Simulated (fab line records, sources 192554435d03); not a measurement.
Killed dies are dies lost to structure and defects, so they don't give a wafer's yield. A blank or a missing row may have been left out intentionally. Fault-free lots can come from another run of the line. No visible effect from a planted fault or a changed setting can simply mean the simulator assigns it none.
Chamber matching :: flow n5Finfet :: N5_BEOL_M2_ETCH_64 on rieDiel-02 has 4 sister chambers
The step etches SOC in N2/H2, target depth 75 nm, overetch 22.5 nm, time 121.9 s. 4 wafers are shown with their chamber, then 10 later ones without.

== WAFERS, EACH WITH ITS CHAMBER ==
wafer: L084.1
chamber: 0
showerheadPlenumPTorr (Torr): 2.43

wafer: L084.5
chamber: 1
showerheadPlenumPTorr (Torr): 2.58

wafer: L089.3
chamber: 3
showerheadPlenumPTorr (Torr): 2.56

wafer: L089.4
chamber: 2
showerheadPlenumPTorr (Torr): 2.64

== WAFERS WITHOUT THEIR CHAMBER ==
wafer: L089.5
showerheadPlenumPTorr (Torr): 2.43

wafer: L091.1
showerheadPlenumPTorr (Torr): 2.56

wafer: L091.3
showerheadPlenumPTorr (Torr): 2.63

wafer: L091.4
showerheadPlenumPTorr (Torr): 2.58

wafer: L094.4
showerheadPlenumPTorr (Torr): 2.56

wafer: L094.5
showerheadPlenumPTorr (Torr): 2.43

wafer: L094.6
showerheadPlenumPTorr (Torr): 2.56

wafer: L097.4
showerheadPlenumPTorr (Torr): 2.57

wafer: L097.5
showerheadPlenumPTorr (Torr): 2.42

wafer: L097.6
showerheadPlenumPTorr (Torr): 2.56

== WHICH CHAMBER EACH ONE RAN IN ==
wafer: L089.5
from the rows above: 0
in truth: 0

wafer: L091.1
from the rows above: 3
in truth: 3

wafer: L091.3
from the rows above: 2
in truth: 2

wafer: L091.4
from the rows above: 1
in truth: 1

wafer: L094.4
from the rows above: 3
in truth: 3

wafer: L094.5
from the rows above: 0
in truth: 0

wafer: L094.6
from the rows above: 3
in truth: 3

wafer: L097.4
from the rows above: can't be placed: 3 or 1
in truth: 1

wafer: L097.5
from the rows above: 0
in truth: 0

wafer: L097.6
from the rows above: 3
in truth: 3
Correct placement for 9 of the 10. These rows do not allow placing 1 (true chamber among the candidates in 1). Wrongly placed: 0.
How it was worked out, from the rows above alone: a wafer's distance from a chamber is the root of the sum, over the readings, of the square of ((its reading less the chamber's mean) divided by the reading's scatter). The wafer belongs to the nearest chamber; if the next one is less than 2 further off, it can't be placed. For every chamber, the mean is computed from those of its wafers that are shown. The scatter (one wafer shown for each chamber): square how far every hidden wafer sits from the nearest shown wafer, average those squares and take the square root.
